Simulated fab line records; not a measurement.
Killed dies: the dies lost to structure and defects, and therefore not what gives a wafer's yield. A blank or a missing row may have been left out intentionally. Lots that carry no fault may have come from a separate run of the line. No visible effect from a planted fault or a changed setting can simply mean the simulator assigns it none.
Which tool is to blame? | flow n5_finfet | Sampling: 24 lots, 72 wafers, 4 of 1938 route steps

== WHAT THE GAUGES READ, wafer by wafer ==
N5_DUMMY_GATE_INSPECT_27: inspects for defects (brightfield).
lot  | measured    | on                | raw_defect_count
L074 | day 3 02:57 | defect_inspect-01 | 260 425 315
L075 | day 3 06:40 | defect_inspect-01 | 220 325 233
L076 | day 3 11:45 | defect_inspect-02 | 315 283 322
L077 | day 3 19:46 | defect_inspect-01 | 290 243 240
L078 | day 4 00:30 | defect_inspect-01 | 503 411 554
L079 | day 4 06:08 | defect_inspect-02 | 178 236 283
L080 | day 4 10:38 | defect_inspect-01 | 338 217 303
L081 | day 4 16:13 | defect_inspect-02 | 384 316 229
L082 | day 5 01:28 | defect_inspect-01 | 338 228 239
L083 | day 5 08:59 | defect_inspect-02 | 257 334 301
L084 | day 5 16:01 | defect_inspect-01 | 318 324 272
L085 | day 5 22:17 | defect_inspect-01 | 214 240 283
L086 | day 6 08:46 | defect_inspect-02 | 287 286 246
L087 | day 6 12:53 | defect_inspect-01 | 397 210 238
L088 | day 6 16:02 | defect_inspect-01 | 351 330 360
L089 | day 6 20:37 | defect_inspect-01 | 283 322 275
L090 | day 7 02:34 | defect_inspect-02 | 187 263 272
L091 | day 7 07:04 | defect_inspect-01 | 276 254 255
L092 | day 7 12:52 | defect_inspect-02 | 420 521 377
L093 | day 7 16:30 | defect_inspect-01 | 509 254 302
L094 | day 8 00:18 | defect_inspect-02 | 277 309 373
L095 | day 8 08:35 | defect_inspect-02 | 380 255 443
L096 | day 8 11:46 | defect_inspect-02 | 422 395 268
L097 | day 8 18:29 | defect_inspect-02 | 301 233 252

N5_SPACER0_INSPECT_04: inspects for defects (darkfield).
lot  | measured    | on                | raw_defect_count
L074 | day 3 03:33 | defect_inspect-01 | 117 208 158
L075 | day 3 07:16 | defect_inspect-01 | 141 157 129
L076 | day 3 12:22 | defect_inspect-02 | 156 134 135
L077 | day 3 20:22 | defect_inspect-01 | 132 103 90
L078 | day 4 01:19 | defect_inspect-02 | 221 152 247
L079 | day 4 07:13 | defect_inspect-01 | 66 102 116
L080 | day 4 11:14 | defect_inspect-02 | 142 103 134
L081 | day 4 17:03 | defect_inspect-02 | 171 135 105
L082 | day 5 05:37 | defect_inspect-01 | 124 100 100
L083 | day 5 11:27 | defect_inspect-02 | 103 131 135
L084 | day 5 17:40 | defect_inspect-01 | 137 144 119
L085 | day 5 23:22 | defect_inspect-01 | 116 128 120
L086 | day 6 09:22 | defect_inspect-01 | 163 122 130
L087 | day 6 13:29 | defect_inspect-02 | 182 128 118
L088 | day 6 16:38 | defect_inspect-01 | 164 116 160
L089 | day 6 21:13 | defect_inspect-02 | 165 175 129
L090 | day 7 03:11 | defect_inspect-01 | 72 90 124
L091 | day 7 07:45 | defect_inspect-01 | 111 112 97
L092 | day 7 13:41 | defect_inspect-02 | 186 235 185
L093 | day 7 17:15 | defect_inspect-01 | 237 156 155
L094 | day 8 01:19 | defect_inspect-01 | 111 127 135
L095 | day 8 09:14 | defect_inspect-02 | 128 126 167
L096 | day 8 12:22 | defect_inspect-02 | 155 175 109
L097 | day 8 19:05 | defect_inspect-02 | 124 114 117

N5_SD_EPI_N_CD_MEAS_09: target cd 120 nm.
lot  | measured    | on        | cd_nm (nm)
L074 | day 3 03:57 | cd_sem-03 | 118.3 118.1 119.8
L075 | day 3 07:40 | cd_sem-03 | 121.3 120.3 118.8
L076 | day 3 12:46 | cd_sem-01 | 118.7 120.4 118.3
L077 | day 3 20:46 | cd_sem-02 | 120.8 120.2 120.7
L078 | day 4 01:43 | cd_sem-01 | 120.6 119.8 121.3
L079 | day 4 07:29 | cd_sem-02 | 121.2 119.4 119.7
L080 | day 4 11:38 | cd_sem-01 | 120.6 120.1 119.7
L081 | day 4 17:27 | cd_sem-01 | 119.7 120.6 119.8
L082 | day 5 06:01 | cd_sem-02 | 118.3 119.8 118.7
L083 | day 5 11:43 | cd_sem-03 | 120.2 120.3 120.8
L084 | day 5 18:04 | cd_sem-03 | 118.9 120.1 118.9
L085 | day 5 23:46 | cd_sem-03 | 119.9 120.4 120.1
L086 | day 6 09:39 | cd_sem-03 | 119.7 119.6 119.9
L087 | day 6 13:53 | cd_sem-02 | 120.3 120.9 120.6
L088 | day 6 17:02 | cd_sem-03 | 120.3 120.2 120.7
L089 | day 6 21:37 | cd_sem-02 | 120.4 121.2 120.6
L090 | day 7 03:35 | cd_sem-02 | 120.6 120.4 120.9
L091 | day 7 08:01 | cd_sem-02 | 120.9 119.2 118.8
L092 | day 7 14:05 | cd_sem-02 | 120.0 119.7 120.6
L093 | day 7 17:31 | cd_sem-03 | 119.2 120.2 119.9
L094 | day 8 01:35 | cd_sem-02 | 119.5 119.3 121.4
L095 | day 8 09:31 | cd_sem-02 | 117.8 119.4 118.0
L096 | day 8 12:46 | cd_sem-02 | 121.8 120.3 119.5
L097 | day 8 19:22 | cd_sem-02 | 120.9 118.9 120.6

== WHICH TOOL RAN EACH LOT (tool, then ch and the chambers of the sampled wafers, then the start) ==
lot  | N5_FIN_CUT_ETCH_30
L074 | rie_diel-01 ch 2,3, day 2 03:11
L075 | rie_diel-04 ch 0,2,3, day 2 08:41
L076 | rie_diel-04 ch 0,2,3, day 2 15:57
L077 | rie_diel-02 ch 0,3, day 2 22:04
L078 | rie_diel-01 ch 1,2,3, day 3 04:12
L079 | rie_diel-01 ch 1,3, day 3 10:16
L080 | rie_diel-04 ch 0,2, day 3 14:46
L081 | rie_diel-01 ch 0,3, day 3 20:35
L082 | rie_diel-02 ch 0,1, day 4 03:49
L083 | rie_diel-01 ch 1,2,3, day 4 09:45
L084 | rie_diel-02 ch 0,2,3, day 4 15:20
L085 | rie_diel-02 ch 0,1,3, day 4 21:20
L086 | rie_diel-02 ch 1,3, day 5 10:59
L087 | rie_diel-04 ch 0,2,3, day 5 15:23
L088 | rie_diel-02 ch 0,1,3, day 5 18:48
L089 | rie_diel-02 ch 0,1,3, day 5 21:36
L090 | rie_diel-01 ch 0,3, day 6 05:04
L091 | rie_diel-02 ch 0,3, day 6 11:05
L092 | rie_diel-01 ch 2,3, day 6 16:14
L093 | rie_diel-04 ch 2,3, day 6 20:50
L094 | rie_diel-01 ch 0,1,3, day 7 02:57
L095 | rie_diel-02 ch 1,2,3, day 7 11:38
L096 | rie_diel-04 ch 1,2,3, day 7 16:07
L097 | rie_diel-01 ch 0,2, day 7 21:34
- N5_FIN_CUT_ETCH_30: etches underlayer in N2/H2, target depth 13 nm, time 10.4 s.

== WHAT THE TOOLS THEMSELVES READ (means of the sampled wafers that have a number; where no wafer has one, the mark that the record gives instead) ==
N5_FIN_CUT_ETCH_30.
lot  | tool        | drypump_motor_current_A (A) | etch_rf_on_time_s (s) | oes_product_au (a.u.) | rf_vpp_V (V) | showerhead_plenum_p_Torr (Torr) | throttle_valve_pct (%)
L074 | rie_diel-01 | 6.6                         | 10.3                  | 0.69                  | 522.3        | 2.50                            | 17.47
L075 | rie_diel-04 | 6.2                         | 10.5                  | 0.68                  | 522.9        | 2.53                            | 17.72
L076 | rie_diel-04 | 6.1                         | 10.6                  | 0.67                  | 522.9        | 2.53                            | 17.73
L077 | rie_diel-02 | 5.9                         | 10.6                  | 0.63                  | 523.7        | 2.57                            | 18.14
L078 | rie_diel-01 | 6.5                         | 10.6                  | 0.73                  | 523.9        | 2.53                            | 17.54
L079 | rie_diel-01 | 6.3                         | 10.8                  | 0.71                  | 524.3        | 2.54                            | 17.46
L080 | rie_diel-04 | 5.8                         | 10.8                  | 0.64                  | 523.4        | 2.52                            | 17.78
L081 | rie_diel-01 | 5.5                         | 10.1                  | 0.78                  | 523.1        | 2.51                            | 17.46
L082 | rie_diel-02 | 5.5                         | 10.5                  | 0.62                  | 525.4        | 2.62                            | 18.11
L083 | rie_diel-01 | 6.5                         | 10.6                  | 0.71                  | 523.4        | 2.53                            | 17.57
L084 | rie_diel-02 | 5.9                         | 10.6                  | 0.60                  | 523.9        | 2.52                            | 18.11
L085 | rie_diel-02 | 5.6                         | 10.5                  | 0.63                  | 524.0        | 2.58                            | 18.04
L086 | rie_diel-02 | 5.6                         | 10.4                  | 0.65                  | 524.3        | 2.54                            | 17.85
L087 | rie_diel-04 | 6.2                         | 10.7                  | 0.66                  | 522.8        | 2.52                            | 17.76
L088 | rie_diel-02 | 5.7                         | 10.5                  | 0.63                  | 524.3        | 2.57                            | 18.05
L089 | rie_diel-02 | 5.7                         | 10.6                  | 0.62                  | 523.5        | 2.57                            | 18.05
L090 | rie_diel-01 | 5.5                         | 10.3                  | 0.74                  | 523.0        | 2.50                            | 17.48
L091 | rie_diel-02 | 5.8                         | 10.7                  | 0.61                  | 524.4        | 2.56                            | 18.18
L092 | rie_diel-01 | 6.6                         | 10.2                  | 0.67                  | 522.5        | 2.49                            | 17.54
L093 | rie_diel-04 | 6.3                         | 10.5                  | 0.67                  | 521.6        | 2.44                            | 17.58
L094 | rie_diel-01 | 5.9                         | 10.5                  | 0.72                  | 523.8        | 2.53                            | 17.58
L095 | rie_diel-02 | 5.8                         | 10.4                  | 0.68                  | 525.6        | 2.58                            | 17.82
L096 | rie_diel-04 | 5.8                         | 10.4                  | 0.70                  | 521.6        | 2.50                            | 17.74
L097 | rie_diel-01 | 6.2                         | 10.0                  | 0.70                  | 521.5        | 2.47                            | 17.62

== THE ANSWER, worked out from the rows above alone ==
Rule: usual is defined by the lots themselves. Put in order of their means at a reading, lots are off if they are a third of the lots or fewer, leave a main group of 4 or more, and stand apart from it by a gap of 3 or more times the standard deviation of the main group's means; of several such gaps the widest counts. A main group whose means are all the same, to the digits that the tables above print for the reading, isn't used. A lot without any number at a reading at which 4 lots or more have one is off too. All remaining lots with rows at the step are treated as sound. Order of review: gauges by route order, followed by the tools' own readings, for which a lot's mean as printed above is used. At the first step where some lot is off, the reading lying furthest off is the one used; lots without a number count as furthest.
Across all readings shown, no lot is off: no conclusion can be drawn from this.

== WHAT HAD BEEN PUT IN BY THE SIMULATOR ==
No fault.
